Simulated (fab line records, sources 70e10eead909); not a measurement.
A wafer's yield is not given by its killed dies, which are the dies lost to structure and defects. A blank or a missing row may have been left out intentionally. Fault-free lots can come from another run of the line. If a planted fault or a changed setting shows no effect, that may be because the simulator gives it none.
Tool commonality check | flow nand_harc | 39 wafers sampled across 13 lots

## WHY THIS WAS OPENED
On 1 of the 13 lots, a flag is raised at NHARC_P_ZERO_WELL_CD_MEAS_37 on the reading cd_nm. No-fault wafers: 720.1 nm, standard deviation 1.7.
Rule: a lot is flagged in two cases, either no wafer of it has a number, or all its wafers with numbers fall more than 4 standard deviations from that mean. As for the other lots, they are considered sound.

lot  | measured    | on        | cd_nm (nm), wafer by wafer | flag
L788 | day 1 15:58 | cd_sem-03 | 719.4 718.6 718.2          |
L789 | day 1 22:07 | cd_sem-02 | 718.3 718.6 719.7          |
L790 | day 2 04:22 | cd_sem-01 | 719.7 719.0 721.9          |
L791 | day 2 10:13 | cd_sem-02 | 720.3 721.2 719.5          |
L793 | day 2 21:59 | cd_sem-02 | 719.5 721.3 720.6          |
L794 | day 3 04:14 | cd_sem-01 | 733.4 732.0 734.5          | FLAGGED
L801 | day 4 22:08 | cd_sem-01 | 720.2 719.3 720.5          |
L802 | day 5 04:16 | cd_sem-01 | 721.8 719.1 721.2          |
L803 | day 5 10:07 | cd_sem-02 | 718.4 718.9 721.4          |
L807 | day 6 10:02 | cd_sem-01 | 722.0 722.9 720.9          |
L809 | day 6 22:06 | cd_sem-02 | 722.2 720.0 718.6          |
L810 | day 7 04:07 | cd_sem-01 | 718.7 716.7 718.7          |
L811 | day 7 10:15 | cd_sem-02 | 722.3 718.3 721.0          |
The mean of the flagged lots' numbers is 733.3 nm, +13.2 nm from the usual (+8 standard deviations).

## LOT BY LOT: THE TOOL USED
The record holds 1 process step before the reading, out of a route of 1159 steps. In each cell: the tool, then ch and the chambers that the sampled wafers went through, then the start.
lot  | flag    | NHARC_P_ZERO_WELL_EXPOSE_34
L788 |         | krf_scanner-01 ch 0, day 1 15:49
L789 |         | krf_scanner-01 ch 0, day 1 21:58
L790 |         | krf_scanner-03 ch 0, day 2 04:13
L791 |         | krf_scanner-01 ch 0, day 2 10:04
L793 |         | krf_scanner-01 ch 0, day 2 21:50
L794 | FLAGGED | krf_scanner-04 ch 0, day 3 04:05
L801 |         | krf_scanner-04 ch 0, day 4 21:59
L802 |         | krf_scanner-01 ch 0, day 5 04:05
L803 |         | krf_scanner-03 ch 0, day 5 09:58
L807 |         | krf_scanner-01 ch 0, day 6 09:53
L809 |         | krf_scanner-04 ch 0, day 6 21:57
L810 |         | krf_scanner-01 ch 0, day 7 03:57
L811 |         | krf_scanner-04 ch 0, day 7 10:05
What is done by these steps:
- NHARC_P_ZERO_WELL_EXPOSE_34: exposes mask P PWELL, target cd 720 nm.
- NHARC_P_ZERO_WELL_CD_MEAS_37: target cd 720 nm.

## FLAGGED OVER TOTAL, TOOL BY TOOL (the gauges that took the reading come last)
step                         | tool           | lots run | flagged | share of the flagged lots | sound lots run after its first flagged lot
NHARC_P_ZERO_WELL_EXPOSE_34  | krf_scanner-01 | 7        | 0       | none                      | -
NHARC_P_ZERO_WELL_EXPOSE_34  | krf_scanner-03 | 2        | 0       | none                      | -
NHARC_P_ZERO_WELL_EXPOSE_34  | krf_scanner-04 | 4        | 1       | all                       | 3 (L801,L809,L811)
NHARC_P_ZERO_WELL_CD_MEAS_37 | cd_sem-01      | 6        | 1       | all                       | 4 (L801,L802,L807,L810)
NHARC_P_ZERO_WELL_CD_MEAS_37 | cd_sem-02      | 6        | 0       | none                      | -
NHARC_P_ZERO_WELL_CD_MEAS_37 | cd_sem-03      | 1        | 0       | none                      | -

## THE TABLE: WHAT IT ALLOWS
Rows of the table that ran all the flagged lots, 2 in number: krf_scanner-04 at NHARC_P_ZERO_WELL_EXPOSE_34; cd_sem-01 at NHARC_P_ZERO_WELL_CD_MEAS_37.
- krf_scanner-04 at NHARC_P_ZERO_WELL_EXPOSE_34: 1 of its 4 lots flagged. Sound lots followed the first flagged one (L801, L809, L811) on it, something a lasting fault affecting the whole tool could not allow.
- cd_sem-01 at NHARC_P_ZERO_WELL_CD_MEAS_37: 1 of its 6 lots flagged. Sound lots followed the first flagged one (L801, L802, L807, L810) on it, something a lasting fault affecting the whole tool could not allow.
There is no row in the table that ran each flagged lot and no sound lot after the first.

## WHAT THE SIMULATOR HAD INSERTED
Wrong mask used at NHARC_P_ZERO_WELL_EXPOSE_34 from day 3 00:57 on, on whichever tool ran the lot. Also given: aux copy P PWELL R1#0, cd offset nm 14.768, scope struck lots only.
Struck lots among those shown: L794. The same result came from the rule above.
